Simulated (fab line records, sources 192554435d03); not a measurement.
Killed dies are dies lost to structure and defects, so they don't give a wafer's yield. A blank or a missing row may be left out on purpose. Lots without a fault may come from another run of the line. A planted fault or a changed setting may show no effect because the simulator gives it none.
A struck lot beside a sound one | flow n5_finfet | 18 steps out of a route of 1938
Sound: wafers L806.1, L806.4, L806.6. Struck: wafers L810.3, L810.4, L810.5. The cause comes at the end.
At each step with rows: each side's tool, then ch and its chambers, then its first start. Under that, the readings that differ: sound wafers | struck wafers | difference of the means | sigmas: that difference in standard deviations of wafers without a fault.
alike: readings whose means differ by less than 2 such deviations, and words and numbers that are the same on both sides. not compared: withheld readings, readings that some wafer has no value for, bounds like >300 that may hide the same value, and numbers for which the record gives no deviation and whose values overlap.
The two part at a step that has a row with sigmas, a row that says differs or no value, or rows on one side only. Numbers that don't overlap but have no deviation are shown without sigmas and don't part them. A reading that every wafer of one side lacks parts them only if that side has two wafers or more.

N5_BEOL_M14_ETCH_38: etches SiCN in CF4/N2, target depth 106.5 nm, time 120.6 s.
  sound on rie_diel-01 ch 1,2,3; struck on rie_diel-06 ch 1,2,3
  alike: chamber_pressure_mTorr, drypump_motor_current_A, n2_flow_sccm, oes_product_au, rf_vpp_V, showerhead_plenum_p_Torr, throttle_valve_pct
  not compared: rf_hours_counter_h
then, 2 steps without rows for these wafers: N5_BEOL_M14_PRECLEAN_39 (cleans in residue remover, time 60 s); N5_BEOL_M14_SRD_40 (time 30 s, dry time 30 s).
N5_BEOL_M14_DEGAS_41: time 60 s.
  sound on pvd_sputter-01, day 13 02:28; struck on pvd_sputter-01, day 14 07:56
  alike: heater_power_w
then, 2 steps without rows for these wafers: N5_BEOL_M14_PRE_CLEAN_42 (time 30 s); N5_BEOL_M14_SPUTTER_43 (material TaN, target thk 15 nm, time 24.19 s).
N5_BEOL_M14_SPUTTER_44: material Ta, target thk 15 nm, time 24.19 s.
  sound on pvd_sputter-01, day 13 02:37; struck on pvd_sputter-01, day 14 08:06
  alike: bias_v, throttle_valve_pct
then, 3 steps without rows for these wafers: N5_BEOL_M14_SPUTTER_45 (material Cu, target thk 100 nm, time 16.67 s); N5_BEOL_M14_ECD_47 (material Cu, target thk 1248 nm); N5_BEOL_M14_ANNEAL_48 (time 90 s).
N5_BEOL_M14_CMP_49: polishes, stops on SiO2, t overpolish 5.2 s, target thk 560 nm.
  sound on cmp-01 ch 0,1,2, day 13 03:20; struck on cmp-01 ch 2,3, day 14 08:49
  alike: barrier_field_endpoint_s, motor_current_A, overpolish_run_s, slurry_filter_dp_kPa, slurry_flow_ml_min, time_to_endpoint_s
  not compared: pad_life_wafers
N5_BEOL_M14_THK_MEAS_50: measures by xrf.
  sound on film_metro-01, day 13 03:36; struck on film_metro-02, day 14 09:05
  alike: M14_THK
N5_BEOL_M14_PRE_CLEAN_52: time 15 s.
  sound on pecvd-04 ch 1,2, day 13 03:38; struck on pecvd-03 ch 0,1,2, day 14 09:07
then, 1 step without rows for these wafers: N5_BEOL_M14_DEP_53 (deposits SiCN from 3MS/NH3, target thk 50 nm, time 17.8 s).
N5_BEOL_M14_RS_MEAS_54: measures by four-point-probe.
  sound on film_metro-02, day 13 03:44; struck on film_metro-02, day 14 09:13
  alike: M14_RS
N5_BEOL_M14_INSPECT_55: inspects for defects (darkfield).
  sound on defect_inspect-02, day 13 03:46; struck on defect_inspect-02, day 14 09:14
  reading          | sound    | struck      | difference | sigmas
  raw_defect_count | 44 52 44 | 832 857 850 | +800       | +33
N5_BEOL_M15_ILD_DEP_00: deposits SiO2 from TEOS/O2, target thk 1629.3 nm, time 346.1 s.
  sound on pecvd-01 ch 0,1,2, day 13 03:47; struck on pecvd-04 ch 0,1, day 14 09:16
  reading                         | sound          | struck         | difference | sigmas
  showerhead_plenum_p_Torr (Torr) | 8.38 8.32 8.31 | 8.40 8.39 8.43 | +0.07      | +2
  alike: heater_power_w, throttle_valve_pct
N5_PASSIVATION_PROBE_49:
  sound on prober-01, day 14 03:37; struck on prober-01, day 15 06:32
  reading                  | sound          | struck         | difference | sigmas
  defect_limited_yield (%) | 91.1 93.8 91.8 | 77.7 80.9 78.8 | -13.1      | -8
  killed_at_M4_up          | 8 9 8          | 151 150 131    | +136       | +26
  killed_at_front_end      | 28 21 34       | 51 43 67       | +26        | +2
  killed_dies              | 105 73 97      | 263 225 250    | +154       | +8
  sort_bin_5_function (%)  | 5.1 3.5 4.8    | 14.5 12.8 12.1 | +8.7       | +8
  sort_bin_6_memory (%)    | 3.6 2.6 3.2    | 4.7 4.1 5.7    | +1.7       | +2
  sort_n_pass              | 1075 1107 1083 | 917 955 930    | -154       | -8
  sort_yield_pct (%)       | 91.1 93.8 91.8 | 77.7 80.9 78.8 | -13.1      | -8
  alike: killed_at_M0_to_M3, killed_at_contacts, killed_at_other, killed_open, killed_short

WHERE THEY PART
First at N5_BEOL_M14_INSPECT_55; last, within this record, at N5_PASSIVATION_PROBE_49.

WHY: what the simulator had put in
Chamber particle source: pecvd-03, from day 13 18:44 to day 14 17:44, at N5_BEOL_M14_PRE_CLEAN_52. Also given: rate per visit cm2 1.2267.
